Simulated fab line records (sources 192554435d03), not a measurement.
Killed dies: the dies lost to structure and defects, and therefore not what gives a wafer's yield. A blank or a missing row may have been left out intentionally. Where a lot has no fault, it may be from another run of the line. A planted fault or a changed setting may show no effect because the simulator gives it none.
fab line records | flow n5-finfet | part 2 of 2: steps 5 to 6 of 6
[record] lots = 22 wafers = 66 last-day = 19
route steps=1938 shown BEOL_M9@1455 BEOL_M10@1488
lots that met no fault: from a run of the same line without faults
start-h: the number of hours between the record's first day and the start of the first shown wafer of the lot | wait-h: hours since the lot's step before | " identical to the entry in the row above | L1.1+2: a single row standing in for several wafers | - no value, or no start given | * or withheld: withheld | < > ~ a bound
route shown NAME@n: names a module that has steps shown in the file, with the first one's number in the route | usual: mean and standard deviation over wafers with no fault | same: alike in all rows | chamber/n: place in a boat | sites: each site's reading | _std_site: their standard deviation | _edge_site: inner sites' mean taken away from outer sites' mean | radius-mm: for every site, how far away it sits from the centre of the wafer | mask NAME#n: copy n | behind: the tool/chamber that last shaped the wafer | hold: reason for holding the lot/hours on hold/outcome of the hold | device: which transistor (n, p or np) failed to switch | end of line: tests of these same wafers at the route's end | for a step that has no rows: nothing shown but its recipe | killed: dies lost to structure and defects at the first sort, not the wafer's yield | map: per-die view of a wafer (x killed, . not killed, _ where there is no die)
set.NAME: the setting as run; set.NAME@STEP: as run at that earlier step | model.NAME: the simulator's own value behind a step, which no gauge read
one table for each step of the route and one row for each wafer, over a sample of lots
services: a tool's chamber out of use, with start hour (start-h, from the record's first day; less than 0 if before it), hours out, and reason
[[steps]]
[step N5_BEOL_M10_DESCUM_33]
[recipe] chemistry = O2 time-s = 7.9 source-power-w = 50 bias-power-w = 20 pressure-mtorr = 20 rf-frequency-hz = 2.712e+07 temp-c = 40 resist = CAR-ArF o2-flow-sccm = 225
[usual] drypump-motor-current-A = 5.5/0.36 oes-product-au = 0.76/0.092 rf-fwd-power-W = 49.36/0.24 rf-vpp-V = 243.0/1.3 showerhead-plenum-p-Torr = 2.08/0.074 throttle-valve-pct = 20.57/0.27
// columns lot.wafer tool chamber start-h wait-h drypump-motor-current-A oes-product-au rf-fwd-power-W rf-hours-counter-h rf-vpp-V showerhead-plenum-p-Torr throttle-valve-pct
L074.1 rie-diel-06 3 219.32 0.3 5.9 0.73 49.63 185 241.4 1.99 20.50
L074.3 " 0 " " 5.2 0.70 49.59 221 243.8 2.17 20.95
L074.5 " 0 " " 5.2 0.70 49.22 - 245.5 2.17 20.96
L077.1 rie-diel-02 3 238.34 0.4 5.1 0.71 49.10 203 244.4 2.18 21.01
L077.4 " 0 " " 6.1 0.75 49.56 176 242.2 2.00 20.30
L077.6 " 3 " " 5.1 0.73 49.35 - 244.5 2.18 21.01
L076.1 rie-diel-06 0 238.87 0.7 5.2 0.69 49.17 228 244.1 2.17 20.98
L076.4 " 2 " " 5.1 0.68 49.27 218 246.1 2.14 20.42
L076.6 " 1 " " 5.2 0.94 49.41 - 242.4 2.03 20.17
L075.2 rie-diel-06 2 249.85 0.0 5.1 0.67 49.28 222 242.8 2.14 20.44
L075.4 " 3 " " 5.9 0.73 49.66 195 239.4 1.99 20.53
L075.6 " 3 " " 5.9 0.73 49.49 - 242.6 1.99 20.52
L078.2 rie-diel-06 0 253.90 0.2 5.2 0.68 49.66 234 243.3 2.17 20.99
L078.4 " 3 " " 5.9 0.73 49.81 197 240.8 1.99 20.52
L078.6 " 2 " " 5.1 0.68 49.23 - 244.7 2.14 20.45
L079.2 rie-diel-02 1 280.70 0.2 5.2 0.74 49.47 177 244.1 2.10 20.58
L079.3 " 2 " " 5.3 0.68 49.19 231 241.1 1.98 20.96
L079.5 " 0 " " 6.1 0.74 49.55 - 241.3 1.99 20.33
L081.1 rie-diel-02 1 283.07 0.0 5.3 0.74 49.24 177 243.3 2.10 20.59
L081.2 " 2 " " 5.3 0.68 49.02 232 242.0 1.98 20.97
L081.6 " 3 " " 5.1 0.72 49.07 - 244.4 2.17 21.02
L083.2 rie-diel-01 3 285.95 0.0 5.7 0.72 49.05 223 242.8 2.06 20.65
L083.4 " 2 " " 5.7 0.75 49.66 135 242.6 2.10 20.66
L083.6 " 0 " " 5.8 0.80 49.34 - 245.0 2.10 20.57
L085.2 rie-diel-06 0 307.85 0.0 5.2 0.67 49.25 253 243.8 2.16 21.00
L085.5 " 0 " " 5.2 0.67 49.36 - 243.6 2.16 21.01
L085.6 " 3 " " 5.9 0.71 49.34 - 242.2 1.98 20.57
L084.2 rie-diel-06 3 308.31 0.3 5.9 0.71 49.73 217 239.2 1.98 20.54
L084.5 " 0 " " 5.2 0.67 49.37 - 244.1 2.16 21.02
L084.6 " 3 " " 5.9 0.71 49.74 - 242.7 1.98 20.56
L087.2 rie-diel-06 3 315.07 0.0 5.9 0.71 49.62 219 241.7 1.98 20.56
L087.3 " 0 " " 5.2 0.67 49.39 256 243.3 2.16 21.03
L087.6 " 0 " " 5.2 0.67 49.34 - 244.1 2.16 21.01
L088.2 rie-diel-02 0 315.48 0.3 6.2 0.73 49.33 202 242.0 1.99 20.36
L088.3 " 3 " " 5.1 0.70 48.95 227 244.9 2.17 21.04
L088.4 " 3 " " 5.1 0.70 48.95 - 243.4 2.17 21.05
L089.1 rie-diel-01 2 318.68 0.0 5.6 0.76 49.32 145 244.0 2.10 20.66
L089.4 " 1 " " 5.7 0.83 48.72 75 243.2 2.11 20.32
L089.6 " 2 " " 5.7 0.75 49.52 - 243.8 2.10 20.68
L086.1 rie-diel-06 0 318.85 0.0 5.2 0.67 49.50 257 243.8 2.16 21.02
L086.3 " 2 " " 5.1 0.67 49.28 246 244.0 2.13 20.45
L086.5 " 1 " " 5.2 0.88 49.33 - 241.5 2.03 20.23
L090.3 rie-diel-02 3 325.53 0.0 5.1 0.70 48.99 231 244.3 2.17 21.03
L090.4 " 2 " " 5.3 0.67 49.59 244 242.2 1.98 20.99
L090.6 " 0 " " 6.1 0.72 49.49 - 241.9 1.99 20.36
L091.2 rie-diel-06 1 332.97 0.0 5.2 0.87 49.53 51 241.7 2.02 20.23
L091.5 " 2 " " 5.0 0.65 49.25 - 244.4 2.13 20.48
L091.6 " 1 " " 5.2 0.87 49.60 - 240.8 2.02 20.21
L092.3 rie-diel-02 0 341.60 0.0 6.1 0.72 49.80 211 242.7 1.98 20.35
L092.5 " 3 " " 5.1 0.70 49.27 - 243.7 2.17 21.05
L092.6 " 1 " " 5.2 0.72 49.40 - 242.0 2.09 20.61
L093.2 rie-diel-01 3 357.53 0.0 5.7 0.70 49.02 246 244.2 2.05 20.67
L093.3 " 1 " " 5.7 0.82 48.88 90 244.9 2.10 20.34
L093.4 " 2 " " 5.6 0.75 49.39 159 243.9 2.09 20.70
L095.2 rie-diel-06 3 370.03 0.0 5.9 0.70 49.65 242 241.5 1.97 20.59
L095.5 " 1 " " 5.1 0.85 49.37 - 242.2 2.02 20.23
L095.6 " 0 " " 5.2 0.97 49.49 - 244.2 2.16 20.57
L094.3 rie-diel-02 0 371.33 0.5 6.1 0.71 49.57 - 241.6 1.98 20.38
L094.5 " 0 " " 6.1 0.71 49.85 - 242.2 1.98 20.38
L094.6 " 2 " " 5.3 0.98 49.29 - 243.2 2.24 20.64
L096.1 rie-diel-06 3 374.20 0.0 5.9 0.69 49.42 245 242.6 1.97 20.59
L096.2 " 0 " " 5.2 0.95 49.57 4 242.8 2.16 20.58
L096.5 " 0 " " 5.2 0.96 49.43 - 245.5 2.16 20.57
L097.3 rie-diel-06 1 393.91 0.0 5.2 0.84 49.52 79 243.2 2.01 20.26
L097.4 " 1 " " 5.2 0.84 49.32 - 242.1 2.01 20.25
L097.5 " 2 " " 5.1 0.97 49.04 - 244.4 2.12 20.10
[step N5_BEOL_M10_VIA_ETCH_34]
[recipe] chemistry = C4F6/O2 target = SiCOH_lowk target-depth-a = 1845 mask-material = SOC taper-deg = 4 time-s = 69.2 ion-energy-ev = 250 pressure-mtorr = 30 source-w = 345 bias-w = 185 Ar_flow_sccm = 300 C4F6_flow_sccm = 10 O2_flow_sccm = 10
[usual] drypump-motor-current-A = 5.5/0.36 oes_o_777_au = 0.76/0.085 oes-product-au = 0.76/0.095 rf-fwd-power-W = 341.9/1.4 rf-vpp-V = 664/14 showerhead-plenum-p-Torr = 2.84/0.086 throttle-valve-pct = 21.12/0.17
// columns lot.wafer tool chamber start-h wait-h drypump-motor-current-A oes_o_777_au oes-product-au rf-fwd-power-W rf-hours-counter-h rf-vpp-V showerhead-plenum-p-Torr throttle-valve-pct
L074.1 rie-diel-06 3 219.53 0.0 5.9 0.74 0.74 342.7 185 645 2.74 21.10
L074.3 " 0 " " 5.2 0.73 0.69 341.0 222 651 2.93 21.30
L074.5 " 0 " " 5.2 0.73 0.69 342.8 - 652 2.93 21.28
L077.1 rie-diel-02 3 238.55 0.0 5.1 0.72 0.72 340.7 203 684 2.94 21.38
L077.4 " 0 " " 6.2 0.76 0.75 344.0 176 653 2.74 20.88
L077.6 " 3 " " 5.1 0.73 0.72 340.5 - 688 2.94 21.38
L076.1 rie-diel-06 0 239.07 0.0 5.2 0.72 0.69 343.5 229 653 2.92 21.30
L076.4 " 2 " " 5.2 0.67 0.69 339.6 218 668 2.95 21.17
L076.6 " 1 " " 5.2 0.92 0.95 341.4 - 676 2.82 20.92
L075.2 rie-diel-06 2 250.05 0.0 5.1 0.66 0.68 340.5 223 667 2.95 21.16
L075.4 " 3 " " 5.9 0.73 0.72 345.1 195 642 2.73 21.11
L075.6 " 3 " " 5.9 0.74 0.74 344.4 - 643 2.73 21.13
L078.2 rie-diel-06 0 254.11 0.0 5.2 0.72 0.67 341.8 234 652 2.92 21.30
L078.4 " 3 " " 5.9 0.73 0.73 343.5 197 643 2.73 21.13
L078.6 " 2 " " 5.1 0.66 0.67 340.5 - 669 2.95 21.18
L079.2 rie-diel-02 1 280.91 0.0 5.2 0.73 0.74 342.5 177 654 2.83 20.93
L079.3 " 2 " " 5.3 0.69 0.70 341.0 231 680 2.70 21.45
L079.5 " 0 " " 6.1 0.74 0.74 343.0 - 654 2.73 20.89
L081.1 rie-diel-02 1 283.28 0.0 5.3 0.74 0.73 342.3 177 656 2.83 20.93
L081.2 " 2 " " 5.3 0.69 0.68 341.4 232 683 2.70 21.45
L081.6 " 3 " " 5.1 0.72 0.71 341.8 - 687 2.94 21.41
L083.2 rie-diel-01 3 286.16 0.0 5.7 0.71 0.73 340.3 223 671 2.81 21.19
L083.4 " 2 " " 5.7 0.79 0.76 340.3 135 654 2.85 21.08
L083.6 " 0 " " 5.8 0.77 0.79 343.0 - 673 2.87 21.11
L085.2 rie-diel-06 0 308.06 0.0 5.2 0.71 0.67 341.7 253 651 2.91 21.32
L085.5 " 0 " " 5.2 0.71 0.67 340.2 - 651 2.91 21.32
L085.6 " 3 " " 5.9 0.72 0.71 342.3 - 643 2.72 21.15
L084.2 rie-diel-06 0 308.63 0.0 5.2 0.70 0.66 343.5 254 651 2.91 21.33
L084.5 " 3 " " 5.9 0.72 0.70 341.9 - 643 2.72 21.14
L084.6 " 0 " " 5.2 0.71 0.67 342.1 - 652 2.91 21.34
L087.2 rie-diel-06 3 315.28 0.0 5.9 0.72 0.71 342.3 219 642 2.72 21.16
L087.3 " 0 " " 5.2 0.70 0.67 342.7 256 651 2.91 21.34
L087.6 " 0 " " 5.2 0.70 0.67 344.1 - 653 2.91 21.34
L088.2 rie-diel-02 0 315.69 0.0 6.1 0.73 0.73 342.2 203 651 2.73 20.93
L088.3 " 3 " " 5.1 0.71 0.71 340.0 228 686 2.93 21.43
L088.4 " 3 " " 5.1 0.71 0.70 340.9 - 685 2.93 21.42
L089.1 rie-diel-01 2 318.89 0.0 5.7 0.78 0.74 343.5 145 654 2.84 21.07
L089.4 " 1 " " 5.8 0.83 0.83 339.6 75 678 2.88 20.90
L089.6 " 2 " " 5.7 0.78 0.76 343.1 - 654 2.84 21.09
L086.1 rie-diel-06 0 319.06 0.0 5.2 0.70 0.67 341.3 257 651 2.91 21.34
L086.3 " 2 " " 5.1 0.65 0.67 342.2 246 668 2.94 21.20
L086.5 " 1 " " 5.2 0.87 0.89 343.1 - 676 2.81 20.96
L090.3 rie-diel-02 3 325.74 0.0 5.1 0.71 0.70 340.9 231 685 2.93 21.45
L090.4 " 2 " " 5.3 0.69 0.68 342.4 244 683 2.70 21.47
L090.6 " 0 " " 6.2 0.73 0.72 341.9 - 653 2.72 20.92
L091.2 rie-diel-06 1 333.28 0.0 5.2 0.86 0.88 343.9 51 675 2.81 20.96
L091.5 " 2 " " 5.1 0.65 0.66 344.5 - 668 2.94 21.21
L091.6 " 1 " " 5.2 0.85 0.89 344.2 - 674 2.81 20.98
L092.3 rie-diel-02 0 341.81 0.0 6.1 0.73 0.72 343.1 212 651 2.72 20.93
L092.5 " 3 " " 5.1 0.71 0.69 340.7 - 684 2.93 21.43
L092.6 " 1 " " 5.2 0.72 0.71 342.6 - 654 2.82 20.95
L093.2 rie-diel-01 3 357.74 0.0 5.7 0.70 0.70 339.7 246 672 2.80 21.23
L093.3 " 1 " " 5.8 0.81 0.82 339.5 90 678 2.87 20.92
L093.4 " 2 " " 5.7 0.77 0.74 342.7 159 653 2.84 21.10
L095.2 rie-diel-06 3 370.24 0.0 5.9 0.71 0.68 343.8 243 644 2.71 21.20
L095.5 " 1 " " 5.2 0.84 0.86 341.3 - 675 2.80 21.00
L095.6 " 0 " " 5.2 0.99 0.97 341.4 - 652 2.91 20.93
L094.3 rie-diel-02 0 371.66 0.0 6.1 0.71 0.71 342.3 - 652 2.71 20.95
L094.5 " 0 " " 6.2 0.72 0.71 341.5 - 652 2.71 20.96
L094.6 " 2 " " 5.3 0.95 0.98 339.1 - 694 3.03 21.13
L096.1 rie-diel-06 3 374.41 0.0 5.9 0.70 0.68 343.0 245 643 2.71 21.19
L096.2 " 0 " " 5.2 0.98 0.95 342.5 4 652 2.91 20.93
L096.5 " 0 " " 5.2 0.98 0.96 342.7 - 651 2.91 20.93
L097.3 rie-diel-06 1 394.12 0.0 5.2 0.82 0.85 341.4 79 677 2.80 21.04
L097.4 " 1 " " 5.2 0.82 0.86 341.3 - 675 2.80 21.01
L097.5 " 2 " " 5.1 0.93 0.99 341.9 - 668 2.93 20.86
[[services]]
// columns tool chamber start-h hours kind
rie-diel-02 2 192.53 6.0 repair
pecvd-03 - 199.47 0.3 repair
uv-cure-02 - 219.29 5.2 repair
uv-cure-03 - 219.56 0.6 repair
uv-cure-01 - 228.44 7.5 pm
uv-cure-02 - 228.80 7.5 pm
rie-diel-06 2 229.79 1.7 repair
uv-cure-03 - 257.37 1.0 pm
uv-cure-01 - 263.48 1.6 repair
pecvd-03 - 270.84 0.9 repair
uv-cure-02 - 277.83 1.0 pm
uv-cure-03 - 302.85 2.1 pm
uv-cure-03 - 305.90 7.5 pm
rie-diel-02 2 312.22 9.2 repair
rie-diel-06 0 324.90 17.4 repair
rie-diel-06 3 332.84 3.2 repair
uv-cure-03 - 334.19 3.4 pm
rie-diel-06 0 342.34 - clean
rie-diel-06 0 342.34 - consumable-replace:focus-ring
rie-diel-06 0 342.34 26.0 scheduled-down
rie-diel-02 1 370.46 5.3 repair
uv-cure-02 - 382.09 2.1 pm
pecvd-03 - 392.12 5.5 pm
pecvd-04 - 393.50 14.6 pm
